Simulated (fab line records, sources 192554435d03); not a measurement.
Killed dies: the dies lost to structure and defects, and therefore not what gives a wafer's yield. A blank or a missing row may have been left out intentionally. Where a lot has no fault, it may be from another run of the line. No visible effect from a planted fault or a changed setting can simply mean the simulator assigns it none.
fab line records + flow n5-finfet
record:
- lots: 7
- wafers: 19
- last-day: 17
route steps=1938 shown HKMG_FIN@407 PASSIVATION@1936
lots with no fault: from the same line, run without faults
start-h: hours from the record's opening day to when the first of the lot's shown wafers began + wait-h: hours from the lot's prior step to this one + " identical to the entry in the row above + L1.1+2: a row that stands for several wafers + - value missing, or start not given + * or withheld: withheld + < > ~ a bound
route shown NAME@n: names a module that has steps shown in the file, with the first one's number in the route + usual: mean and standard deviation over wafers with no fault + same: alike in all rows + chamber/n: place in a boat + sites: the reading at each site + _std_site: the values' standard deviation + _edge_site: mean of outer sites minus mean of inner sites + radius-mm: for every site, how far away it sits from the centre of the wafer + mask NAME#n: copy n + behind: tool/chamber where the wafer was last shaped + hold: why the lot went on hold/how many hours it stayed there/how the hold came to an end + device: the transistor (n, p or np) that didn't switch + end of line: the same wafers' tests at the end of the route + a step given without rows: its recipe and nothing more + killed: dies that structure and defects cost at the first sort, which is not the same as the wafer's yield + map: per-die view of a wafer (x killed, . not killed, _ where there is no die)
set.NAME: the run value of the setting; set.NAME@STEP: its run value at that earlier step + model.NAME: the simulator's own value behind a step, which no gauge read
lots seen at some steps along the route; tables by step, rows by wafer
services: the hour from which a tool's chamber was out of use, counted from the record's first day as start-h (under 0 if before that day), plus the number of hours and why
== steps ==
step: N5_HKMG_FIN_STRIP_93
recipe:
- chemistry: N2/H2
- material: SOC
- time-s: 20
- power-w: 500
- temp-c: 40
- pressure-mtorr: 50
- rf-frequency-hz: 6e+07
- bias-power-w: 8
- h2-frac: 0.5
- n2-flow-sccm: 300
- h2-flow-sccm: 300
usual:
- drypump-motor-current-A: 5.6/0.55
- oes-product-au: 0.82/0.092
- rf-vpp-V: 54.2/0.8
- showerhead-plenum-p-Torr: 3.38/0.092
- throttle-valve-pct: 19.0/0.32
same:
- time-s: 20
| lot.wafer | tool        | chamber | start-h | wait-h | drypump-motor-current-A | oes-product-au | rf-hours-counter-h | rf-vpp-V | showerhead-plenum-p-Torr | throttle-valve-pct |
|-----------|-------------|---------|---------|--------|-------------------------|----------------|--------------------|----------|--------------------------|--------------------|
| L161.2    | rie-diel-06 | 0       | 76.73   | 0.2    | 5.8                     | 0.74           | 168                | 54.6     | 3.35                     | 19.0               |
| L161.4    | "           | 2       | "       | "      | 6.1                     | 0.93           | 5                  | 53.9     | 3.30                     | 19.0               |
| L161.5    | "           | 2       | "       | "      | 6.1                     | 0.94           | -                  | 52.6     | 3.30                     | 19.0               |
| L170.3    | rie-diel-06 | 3       | 126.29  | 0.2    | 5.0                     | 0.72           | 205                | 53.1     | 3.34                     | 19.4               |
| L170.5    | "           | 0       | "       | "      | 5.8                     | 0.72           | -                  | 54.3     | 3.34                     | 19.1               |
| L170.6    | "           | 3       | "       | "      | 5.0                     | 0.73           | -                  | 55.4     | 3.34                     | 19.4               |
| L173.1    | rie-diel-04 | 0       | 146.55  | 0.2    | 6.3                     | 0.85           | 44                 | 53.9     | 3.41                     | 18.3               |
| L173.4    | "           | 3       | "       | "      | 5.5                     | 0.80           | 101                | 54.6     | 3.38                     | 19.2               |
| L176.1    | rie-diel-02 | 3       | 164.21  | 0.2    | 5.9                     | 0.89           | 38                 | 54.2     | 3.56                     | 18.9               |
| L176.2    | "           | 2       | "       | "      | 5.0                     | 0.80           | 100                | 54.8     | 3.39                     | 19.4               |
| L176.4    | "           | 1       | "       | "      | 6.7                     | 0.94           | -                  | 53.9     | 3.29                     | 19.0               |
| L177.3    | rie-diel-06 | 1       | 169.02  | 0.2    | 5.3                     | 0.91           | 14                 | 53.9     | 3.43                     | 18.8               |
| L177.4    | "           | 3       | "       | "      | 5.0                     | 0.72           | 221                | 53.1     | 3.34                     | 19.4               |
| L181.3    | rie-diel-04 | 2       | 198.86  | 0.2    | 5.1                     | 0.90           | 48                 | 53.9     | 3.40                     | 18.8               |
| L181.4    | "           | 3       | "       | "      | 5.5                     | 0.79           | 118                | 54.8     | 3.37                     | 19.2               |
| L181.5    | "           | 3       | "       | "      | 5.5                     | 0.78           | -                  | 52.6     | 3.37                     | 19.2               |
| L184.3    | rie-diel-02 | 2       | 211.30  | 0.2    | 4.9                     | 0.78           | 117                | 54.1     | 3.38                     | 19.4               |
| L184.4    | "           | 0       | "       | "      | 5.0                     | 0.93           | 11                 | 54.9     | 3.57                     | 18.8               |
| L184.6    | "           | 2       | "       | "      | 5.0                     | 0.79           | -                  | 52.6     | 3.38                     | 19.4               |
step: N5_HKMG_FIN_WET_ETCH_76
recipe:
- chemistry: dNH4OH
- mix: 1:50
- temp-c: 25
- target: Al2O3
- stop-on: La2O3
- target-depth-nm: 2.25
- dry: ipa-marangoni
- rinse-time-s: 30
- rinse-temp-c: 23
step: N5_HKMG_FIN_STRIP_60
recipe:
- chemistry: N2/H2
- power-w: 2500
- temp-c: 300
- h2-frac: 0.65
- time-s: 360
- pressure-mtorr: withheld
- n2-flow-sccm: 1750
- h2-flow-sccm: 3250
usual:
- drypump-motor-current-A: 6.2/0.41
- heater-power-w: 472/30
same:
- time-s: 360
| lot.wafer | tool            | chamber | start-h | wait-h | drypump-motor-current-A | heater-power-w | rf-hours-counter-h |
|-----------|-----------------|---------|---------|--------|-------------------------|----------------|--------------------|
| L161.2    | plasma-asher-01 | 0       | 76.89   | 0.0    | 5.6                     | 515            | 35                 |
| L161.4    | "               | 1       | "       | "      | 6.5                     | 473            | -                  |
| L161.5    | "               | 1       | "       | "      | 6.5                     | 463            | -                  |
| L170.3    | plasma-asher-02 | 0       | 126.56  | 0.1    | 6.4                     | 468            | -                  |
| L170.5    | "               | 0       | "       | "      | 6.4                     | 456            | -                  |
| L170.6    | "               | 1       | "       | "      | 6.5                     | 435            | -                  |
| L173.1    | plasma-asher-02 | 0       | 146.75  | 0.0    | 6.3                     | 454            | 108                |
| L173.4    | "               | 1       | "       | "      | 6.5                     | 436            | -                  |
| L176.1    | plasma-asher-01 | 0       | 164.36  | 0.0    | 5.6                     | 519            | 49                 |
| L176.2    | "               | 1       | "       | "      | 6.5                     | 467            | 49                 |
| L176.4    | "               | 1       | "       | "      | 6.5                     | 471            | -                  |
| L177.3    | plasma-asher-01 | 1       | 169.29  | 0.1    | 6.5                     | 467            | -                  |
| L177.4    | "               | 0       | "       | "      | 5.6                     | 506            | -                  |
| L181.3    | plasma-asher-01 | 0       | 199.13  | 0.1    | 5.6                     | 521            | -                  |
| L181.4    | "               | 1       | "       | "      | 6.5                     | 469            | -                  |
| L181.5    | "               | 0       | "       | "      | 5.6                     | 512            | -                  |
| L184.3    | plasma-asher-01 | 1       | 211.57  | 0.1    | 6.5                     | 462            | -                  |
| L184.4    | "               | 0       | "       | "      | 5.6                     | 510            | -                  |
| L184.6    | "               | 1       | "       | "      | 6.5                     | 473            | -                  |
step: N5_HKMG_FIN_WET_ETCH_77
recipe:
- chemistry: dHCl
- mix: 1:10000
- temp-c: 25
- target: La2O3
- stop-on: HfO2
- target-depth-nm: 2
step: N5_HKMG_FIN_WET_ETCH_78
recipe:
- chemistry: dNH4OH
- mix: 1:50
- temp-c: 25
- target: Al2O3
- stop-on: La2O3
- target-depth-nm: 4.5
- dry: ipa-marangoni
- rinse-time-s: 30
- rinse-temp-c: 23
step: N5_HKMG_FIN_ALD_79
recipe:
- material: TiN
- target-thk-a: 15
- temp-c: 400
- ald-precursor-family: TiCl4
- ald-co-reactant: NH3
- pulse-time-s: 1
- purge-time-s: 3
- co-reactant-purge-time-s: 2
- co-reactant-pulse-time-s: 2
- ald-cycles: 68
- pressure-torr: 3
usual:
- ald-cycles: 68/0
- heater-power-w: 898/110
- precursor-pulse-height-rel: 1.003/0.02
- susceptor-temp-C: 400.00/0.23
same:
- co-reactant-pulse-time-s: 2
| lot.wafer | tool         | chamber | start-h | wait-h | ald-cycles | heater-power-w | precursor-pulse-height-rel | susceptor-temp-C |
|-----------|--------------|---------|---------|--------|------------|----------------|----------------------------|------------------|
| L161.2    | ald-metal-02 | 3       | 77.37   | 0.0    | 68         | 803            | 0.969                      | 400.04           |
| L161.4    | "            | 1       | "       | "      | 68         | 888            | 0.998                      | 399.96           |
| L161.5    | "            | 1       | "       | "      | 68         | 880            | 0.993                      | 400.09           |
| L170.3    | ald-metal-01 | 1       | 126.93  | 0.0    | 68         | 978            | 1.006                      | 400.51           |
| L170.5    | "            | 0       | "       | "      | 68         | 920            | 0.973                      | 399.52           |
| L170.6    | "            | 1       | "       | "      | 68         | 958            | 0.999                      | 400.09           |
| L173.1    | ald-metal-01 | 1       | 147.25  | 0.0    | 68         | 964            | 1.025                      | 399.63           |
| L173.4    | "            | 3       | "       | "      | 68         | 922            | 1.003                      | 400.09           |
| L176.1    | ald-metal-01 | 2       | 164.85  | 0.0    | 68         | 640            | 1.004                      | 399.63           |
| L176.2    | "            | 1       | "       | "      | 68         | 965            | 1.029                      | 399.95           |
| L176.4    | "            | 3       | "       | "      | 68         | 924            | 1.008                      | 400.27           |
| L177.3    | ald-metal-01 | 1       | 169.66  | 0.0    | 68         | 972            | 1.025                      | 399.46           |
| L177.4    | "            | 3       | "       | "      | 68         | 922            | 0.998                      | 399.99           |
| L181.3    | ald-metal-02 | 0       | 199.51  | 0.0    | 68         | 961            | 1.018                      | 400.51           |
| L181.4    | "            | 1       | "       | "      | 68         | 886            | 0.982                      | 400.18           |
| L181.5    | "            | 1       | "       | "      | 68         | 889            | 1.023                      | 399.85           |
| L184.3    | ald-metal-02 | 1       | 211.94  | 0.0    | 68         | 874            | 1.054                      | 399.97           |
| L184.4    | "            | 0       | "       | "      | 68         | 995            | 0.998                      | 399.82           |
| L184.6    | "            | 2       | "       | "      | 68         | 830            | 1.010                      | 400.07           |
step: N5_HKMG_FIN_CVD_62
recipe:
- material: a-Si
- target-thk-a: 30
- temp-c: 500
- precursor: Si2H6
- pressure-torr: 1
- time-s: 20.8
usual:
- heater-power-w: 1499/150
- susceptor-temp-C: 500.04/0.23
same:
- time-s: 20.8
| lot.wafer | tool              | chamber | start-h | wait-h | heater-power-w | susceptor-temp-C |
|-----------|-------------------|---------|---------|--------|----------------|------------------|
| L161.2    | thermal-cvd-si-01 | 0       | 77.73   | 0.2    | 1348           | 500.26           |
| L161.4    | "                 | 0       | "       | "      | 1318           | 499.86           |
| L161.5    | "                 | 2       | "       | "      | 1644           | 500.07           |
| L170.3    | thermal-cvd-si-01 | 0       | 127.29  | 0.2    | 1356           | 500.11           |
| L170.5    | "                 | 2       | "       | "      | 1597           | 500.25           |
| L170.6    | "                 | 1       | "       | "      | 1674           | 500.15           |
| L173.1    | thermal-cvd-si-02 | 2       | 147.61  | 0.2    | 1563           | 500.19           |
| L173.4    | "                 | 1       | "       | "      | 1281           | 500.05           |
| L176.1    | thermal-cvd-si-01 | 1       | 165.21  | 0.2    | 1668           | 500.22           |
| L176.2    | "                 | 2       | "       | "      | 1627           | 500.02           |
| L176.4    | "                 | 1       | "       | "      | 1687           | 500.27           |
| L177.3    | thermal-cvd-si-02 | 1       | 170.02  | 0.2    | 1267           | 500.12           |
| L177.4    | "                 | 1       | "       | "      | 1288           | 499.88           |
| L181.3    | thermal-cvd-si-02 | 2       | 199.87  | 0.2    | 1587           | 500.31           |
| L181.4    | "                 | 1       | "       | "      | 1271           | 499.72           |
| L181.5    | "                 | 0       | "       | "      | 1566           | 500.27           |
| L184.3    | thermal-cvd-si-01 | 1       | 212.30  | 0.2    | 1618           | 499.84           |
| L184.4    | "                 | 1       | "       | "      | 1679           | 499.75           |
| L184.6    | "                 | 0       | "       | "      | 1337           | 500.20           |
step: N5_HKMG_FIN_RTA_80
recipe:
- temp-c: withheld
- time-s: 2
- ambient: N2
- idle-temp-c: 600
- ramp-up-c-per-s: 150
- ramp-down-c-per-s: 60
- cool-to-c: 600
step: N5_HKMG_FIN_PRECLEAN_64
recipe:
- chemistry: dHF
- time-s: 30
- temp-c: 25
- dilution: withheld
step: N5_HKMG_FIN_WET_ETCH_65
recipe:
- chemistry: TMAH
- temp-c: 70
- conc-wt-pct: 5
- target: a-Si
- stop-on: TiN
- time-s: 49
- target-depth-nm: 3
step: N5_HKMG_FIN_WET_ETCH_81
recipe:
- chemistry: SC1
- target: TiN
- stop-on: HfO2
- mix: 1:1:5
- temp-c: 60
- time-s: 57
- target-depth-nm: 6
step: N5_HKMG_FIN_WET_ETCH_82
recipe:
- chemistry: dHCl
- mix: 1:10000
- temp-c: 25
- target: La2O3
- stop-on: HfO2
- target-depth-nm: 2
- dry: ipa-marangoni
- rinse-time-s: 30
- rinse-temp-c: 23
step: N5_HKMG_FIN_ALD_36
recipe:
- material: TiN
- target-thk-a: 10
- temp-c: 400
- ald-precursor-family: TiCl4
- ald-co-reactant: NH3
- pulse-time-s: 1
- purge-time-s: 3
- co-reactant-purge-time-s: 2
- co-reactant-pulse-time-s: 2
- ald-cycles: 47
- pressure-torr: 3
usual:
- ald-cycles: 47/0
- heater-power-w: 895/96
- precursor-pulse-height-rel: 0.998/0.019
- susceptor-temp-C: 400.00/0.21
same:
- co-reactant-pulse-time-s: 2
| lot.wafer | tool         | chamber | start-h | wait-h | ald-cycles | heater-power-w | precursor-pulse-height-rel | susceptor-temp-C | model.TiN_of_HKMG_FIN_ALD_36.thk-nm |
|-----------|--------------|---------|---------|--------|------------|----------------|----------------------------|------------------|-------------------------------------|
| L161.2    | ald-metal-02 | 1       | 78.32   | 0.0    | 47         | 873            | 0.996                      | 400.03           | 1                                   |
| L161.4    | "            | 0       | "       | "      | 47         | 932            | 1.011                      | 399.94           | 1                                   |
| L161.5    | "            | 0       | "       | "      | 47         | 975            | 0.994                      | 399.98           | 1                                   |
| L170.3    | ald-metal-04 | 0       | 127.69  | 0.0    | 47         | 984            | 1.001                      | 399.89           | 1                                   |
| L170.5    | "            | 2       | "       | "      | 47         | 1141           | 0.972                      | 400.49           | 1                                   |
| L170.6    | "            | 3       | "       | "      | 47         | 818            | 0.994                      | 399.93           | 1                                   |
| L173.1    | ald-metal-02 | 2       | 148.15  | 0.0    | 26         | 809            | 1.000                      | -                | 0.6                                 |
| L173.4    | "            | 1       | "       | "      | 26         | 866            | 0.974                      | -                | 0.6                                 |
| L176.1    | ald-metal-02 | 0       | 165.61  | 0.0    | 26         | 958            | 1.013                      | -                | 0.6                                 |
| L176.2    | "            | 1       | "       | "      | 47         | 896            | 0.998                      | 400.13           | 1                                   |
| L176.4    | "            | 2       | "       | "      | 26         | 826            | 0.974                      | -                | 0.6                                 |
| L177.3    | ald-metal-02 | 2       | 170.42  | 0.0    | 47         | 832            | 0.990                      | 400.05           | 1                                   |
| L177.4    | "            | 0       | "       | "      | 26         | 923            | 1.012                      | -                | 0.6                                 |
| L181.3    | ald-metal-01 | 3       | 200.28  | 0.0    | 47         | 927            | 0.987                      | 399.97           | 1                                   |
| L181.4    | "            | 1       | "       | "      | 47         | 970            | 0.992                      | 400.52           | 1                                   |
| L181.5    | "            | 1       | "       | "      | 47         | 968            | 1.011                      | 400.03           | 1                                   |
| L184.3    | ald-metal-04 | 1       | 212.88  | 0.0    | 47         | 875            | 0.983                      | 399.87           | 1                                   |
| L184.4    | "            | 0       | "       | "      | 47         | 963            | 1.008                      | 400.03           | 1                                   |
| L184.6    | "            | 3       | "       | "      | 47         | 788            | 0.978                      | 399.86           | 1                                   |
step: N5_HKMG_FIN_THK_MEAS_70
recipe:
- thk-meas-gauge: xrf
- reads: HfO2_of_HKMG_FIN_HK_ALD_01
usual:
- HK_THK: 1.613/0.018
| lot.wafer | tool          | chamber | start-h | wait-h | HK_THK[nm] |
|-----------|---------------|---------|---------|--------|------------|
| L161.2    | film-metro-01 | -       | 78.60   | 0.2    | 1.609      |
| L161.4    | "             | -       | "       | "      | 1.611      |
| L161.5    | "             | -       | "       | "      | 1.630      |
| L170.3    | film-metro-01 | -       | 127.97  | 0.2    | 1.614      |
| L170.5    | "             | -       | "       | "      | 1.600      |
| L170.6    | "             | -       | "       | "      | 1.630      |
| L173.1    | film-metro-02 | -       | 148.43  | 0.2    | 1.632      |
| L173.4    | "             | -       | "       | "      | 1.618      |
| L176.1    | film-metro-02 | -       | 165.89  | 0.2    | 1.629      |
| L176.2    | "             | -       | "       | "      | 1.606      |
| L176.4    | "             | -       | "       | "      | 1.644      |
| L177.3    | film-metro-01 | -       | 170.70  | 0.2    | 1.623      |
| L177.4    | "             | -       | "       | "      | 1.618      |
| L181.3    | film-metro-02 | -       | 200.57  | 0.2    | 1.608      |
| L181.4    | "             | -       | "       | "      | 1.579      |
| L181.5    | "             | -       | "       | "      | 1.602      |
| L184.3    | film-metro-01 | -       | 213.16  | 0.2    | 1.626      |
| L184.4    | "             | -       | "       | "      | 1.593      |
| L184.6    | "             | -       | "       | "      | 1.616      |
step: N5_PASSIVATION_PROBE_49
usual:
- killed_at_M0_to_M3: 33/8.9
- killed_at_M4_up: 15/5.4
- killed-at-contacts: 13/5.8
- killed-at-front-end: 39/9.9
- killed-at-other: 3.2/2.9
- killed-dies: 102/15
- killed-open: 68/12
- killed-short: 34/7.6
same:
- gross-dies: 1180
- killed-at-back-side: 0
| lot.wafer | tool      | chamber | start-h | wait-h | killed_at_M0_to_M3 | killed_at_M4_up | killed-at-contacts | killed-at-front-end | killed-at-other | killed-dies | killed-open | killed-short |
|-----------|-----------|---------|---------|--------|--------------------|-----------------|--------------------|---------------------|-----------------|-------------|-------------|--------------|
| L181.3    | prober-02 | -       | 396.71  | 0.1    | 45                 | 10              | 9                  | 33                  | 4               | 101         | 60          | 41           |
| L181.4    | prober-02 | -       | 396.76  | 0.2    | 40                 | 17              | 19                 | 23                  | 11              | 110         | 77          | 33           |
| L181.5    | prober-02 | -       | 396.81  | 0.2    | 49                 | 14              | 11                 | 42                  | 1               | 117         | 82          | 35           |
| L184.3    | prober-02 | -       | 403.96  | 0.1    | 20                 | 7               | 12                 | 46                  | 1               | 86          | 59          | 27           |
| L184.4    | prober-02 | -       | 404.01  | 0.2    | 35                 | 7               | 7                  | 30                  | 3               | 82          | 53          | 26           |
| L184.6    | prober-02 | -       | 404.11  | 0.3    | 23                 | 10              | 13                 | 35                  | 2               | 83          | 47          | 36           |
killed by level:class
L181.3 BEOL_M0_SAQP:geometric-particle:short=16 FIN_SAQP:geometric-particle:open=13 MOL_CONTACT_COAG:geometric-particle:open=7 BEOL_M0_SAQP:geometric-particle:open=7 BEOL_M1:geometric-particle:open=7 BEOL_M3:geometric-particle:open=6 BEOL_M0:geometric-particle:short=4 STARTING-WAFER:geometric-particle:short=4
L181.4 MOL_CONTACT_COAG:geometric-particle:open=16 BEOL_M0_SAQP:geometric-particle:short=8 BEOL_M0_SAQP:geometric-particle:open=8 BEOL_M1:geometric-particle:open=8 BEOL_M4:geometric-particle:open=7 BEOL_M3:geometric-particle:open=6 DUMMY_GATE:geometric-particle:open=5 BEOL_M2:geometric-particle:open=4
L181.5 BEOL_M1:geometric-particle:open=12 MOL_CONTACT_COAG:geometric-particle:open=9 FIN_SAQP:geometric-particle:open=8 FIN_SAQP:geometric-particle:short=7 BEOL_M3:geometric-particle:open=7 BEOL_M2:geometric-particle:open=7 BEOL_M0_SAQP:geometric-particle:short=6 BEOL_M0_SAQP:geometric-particle:open=6
L184.3 STI_FIN_REVEAL:geometric-particle:open=13 FIN_SAQP:geometric-particle:open=9 MOL_CONTACT_COAG:geometric-particle:open=9 STI_FIN_REVEAL:geometric-particle:short=6 FIN_SAQP:geometric-particle:short=5 BEOL_M0_SAQP:geometric-particle:short=5 BEOL_M1:geometric-particle:open=4 BEOL_M2:geometric-particle:open=4
L184.4 BEOL_M0_SAQP:geometric-particle:open=12 STI_FIN_REVEAL:geometric-particle:open=10 BEOL_M0_SAQP:geometric-particle:short=10 STI_FIN_REVEAL:geometric-particle:short=5 MOL_CONTACT_COAG:geometric-particle:open=5 BEOL_M3:geometric-particle:open=5 BEOL_M1:geometric-particle:open=4 BEOL_M4:geometric-particle:open=4
L184.6 FIN_SAQP:geometric-particle:short=12 MOL_CONTACT_COAG:geometric-particle:open=11 BEOL_M0_SAQP:geometric-particle:open=7 BEOL_M1:geometric-particle:open=7 GATE_CUT:geometric-particle:short=5 BEOL_M0_SAQP:geometric-particle:short=4 BEOL_M4:geometric-particle:open=4 FIN_SAQP:geometric-particle:open=3
== services ==
| tool              | chamber | start-h | hours | kind                          |
|-------------------|---------|---------|-------|-------------------------------|
| rie-diel-06       | -       | 60.80   | 0.3   | repair                        |
| ald-metal-01      | -       | 77.10   | 14.6  | pm                            |
| rie-diel-02       | 1       | 85.19   | -     | clean                         |
| rie-diel-02       | 1       | 85.19   | -     | consumable-replace:focus-ring |
| thermal-cvd-si-01 | -       | 85.29   | 1.7   | repair                        |
| thermal-cvd-si-01 | -       | 97.18   | 4.3   | pm                            |
| rie-diel-06       | 1       | 107.30  | -     | clean                         |
| rie-diel-06       | 1       | 107.30  | -     | consumable-replace:focus-ring |
| rie-diel-06       | 1       | 107.30  | 20.1  | scheduled-down                |
| rie-diel-06       | 1       | 107.30  | 20.1  | vent-cycle                    |
| rie-diel-04       | 1       | 107.47  | 3.4   | repair                        |
| ald-metal-04      | 0       | 113.79  | 5.6   | repair                        |
| thermal-cvd-si-01 | 2       | 113.83  | 7.6   | repair                        |
| plasma-asher-01   | -       | 142.48  | 15.6  | pm                            |
| rie-diel-06       | -       | 153.59  | 1.2   | repair                        |
| thermal-cvd-si-02 | -       | 155.00  | 2.7   | repair                        |
| ald-metal-01      | -       | 166.22  | 0.4   | repair                        |
| thermal-cvd-si-01 | -       | 166.53  | 1.4   | repair                        |
| plasma-asher-02   | -       | 169.97  | 4.1   | repair                        |
| rie-diel-06       | 1       | 175.24  | 16.7  | repair                        |
| thermal-cvd-si-02 | -       | 188.11  | 0.6   | repair                        |
| thermal-cvd-si-01 | 1       | 193.44  | 5.8   | repair                        |
| rie-diel-02       | 3       | 196.56  | 2.4   | repair                        |
| thermal-cvd-si-02 | 2       | 203.79  | 59.2  | repair                        |
== key ==
first-sign:
- step: N5_HKMG_FIN_ALD_36
- reading: ald-cycles
- direction: down
- sigmas: 99+
- usual: *
- struck: *
effect none on later readings
model-effect:
- step: N5_HKMG_FIN_ALD_36
- value: TiN_of_HKMG_FIN_ALD_36.thk-nm
- without: 1
- struck: 0.6
met-at N5_HKMG_FIN_ALD_36
struck-wafers L173.1,L173.4,L176.1,L176.4,L177.4
tester-left-out L173,L176,L177
onset-between 78.32 148.15
fault:
- kind: process-parameter-drift
- tool: ald-metal-02
- chamber: -
- onset-h: 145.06
- steps: N5_HKMG_FIN_ALD_36
- channel: ald-cycles
- offset: *
- shape: step
- end-h: 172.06
- scope: struck-wafers-only
- acts-in: *
- stated: *
tester-left-out: of these lots the tester's yield and bins aren't shown, on N5 and GAA mostly nor the transistor test; their killed dies are dies lost to structure and defects alone, not to doping, threshold or leakage, so they don't give the yield
